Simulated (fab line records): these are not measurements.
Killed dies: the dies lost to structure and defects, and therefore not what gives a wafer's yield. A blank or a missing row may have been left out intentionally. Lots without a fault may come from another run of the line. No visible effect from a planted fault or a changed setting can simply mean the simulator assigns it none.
Matching of chambers + flow nand_harc + 3 sister chambers for NHARC_P_M1_PRE_CLEAN_32 on pecvd-01
The step time 12 s. 27 wafers are shown with their chamber, then 12 later ones without.

## WAFERS PAIRED WITH THEIR CHAMBERS
| wafer  | chamber | heater_power_w (W) |
|--------|---------|--------------------|
| L077.1 | 0       | 744                |
| L077.2 | 1       | 628                |
| L077.3 | 2       | 675                |
| L078.1 | 2       | 627                |
| L078.2 | 0       | 694                |
| L078.6 | 1       | 654                |
| L078.3 | 1       | 662                |
| L078.4 | 0       | 689                |
| L078.5 | 2       | 628                |
| L079.1 | 0       | 733                |
| L079.2 | 2       | 689                |
| L079.3 | 1       | 631                |
| L079.4 | 2       | 686                |
| L079.5 | 0       | 719                |
| L079.6 | 1       | 612                |
| L081.1 | 1       | 596                |
| L081.2 | 0       | 696                |
| L081.4 | 0       | 714                |
| L087.2 | 1       | 593                |
| L087.5 | 0       | 671                |
| L087.6 | 1       | 591                |
| L088.2 | 1       | 670                |
| L088.3 | 2       | 603                |
| L088.5 | 0       | 638                |
| L090.1 | 0       | 715                |
| L090.2 | 2       | 724                |
| L090.4 | 2       | 713                |

SIGNATURES, as means of the wafers listed above
| reading        | chamber 0 | chamber 1 | chamber 2 | scatter within a chamber |
|----------------|-----------|-----------|-----------|--------------------------|
| heater_power_w | 701.30    | 626.33    | 668.12    | 35.1                     |
Rule: a wafer lies at a distance from a chamber equal to the root of the sum of squares, over the readings, of (its reading less the chamber's mean, divided by the reading's scatter). If the next closest chamber is less than 2 further off than the closest, the wafer can't be placed; otherwise it belongs to the closest. The scatter is the square root of a quotient: the sum, over the shown wafers, of each reading's squared deviation from its chamber's mean, divided by wafers minus chambers.

## WAFERS WITHOUT THEIR CHAMBER
| wafer  | heater_power_w (W) |
|--------|--------------------|
| L090.3 | 597                |
| L090.5 | 723                |
| L090.6 | 590                |
| L091.1 | 616                |
| L091.3 | 728                |
| L091.4 | 710                |
| L091.2 | 696                |
| L091.5 | 609                |
| L091.6 | 675                |
| L096.1 | 542                |
| L096.3 | 720                |
| L096.4 | 756                |

## CHAMBER TAKEN BY EACH
| wafer  | from the rows above          | in truth |
|--------|------------------------------|----------|
| L090.3 | can't be placed: 1 or 2      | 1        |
| L090.5 | can't be placed: 0 or 2      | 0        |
| L090.6 | can't be placed: 1 or 2      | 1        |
| L091.1 | can't be placed: 1 or 2      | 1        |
| L091.3 | can't be placed: 0 or 2      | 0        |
| L091.4 | can't be placed: 0 or 2      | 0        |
| L091.2 | can't be placed: 0 or 2 or 1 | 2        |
| L091.5 | can't be placed: 1 or 2      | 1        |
| L091.6 | can't be placed: 2 or 0 or 1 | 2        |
| L096.1 | can't be placed: 1 or 2      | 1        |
| L096.3 | can't be placed: 0 or 2      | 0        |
| L096.4 | can't be placed: 0 or 2      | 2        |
Placed correctly: 0 of 12. These rows do not allow placing 12 (true chamber among the candidates in 12). Number placed wrongly: 0.
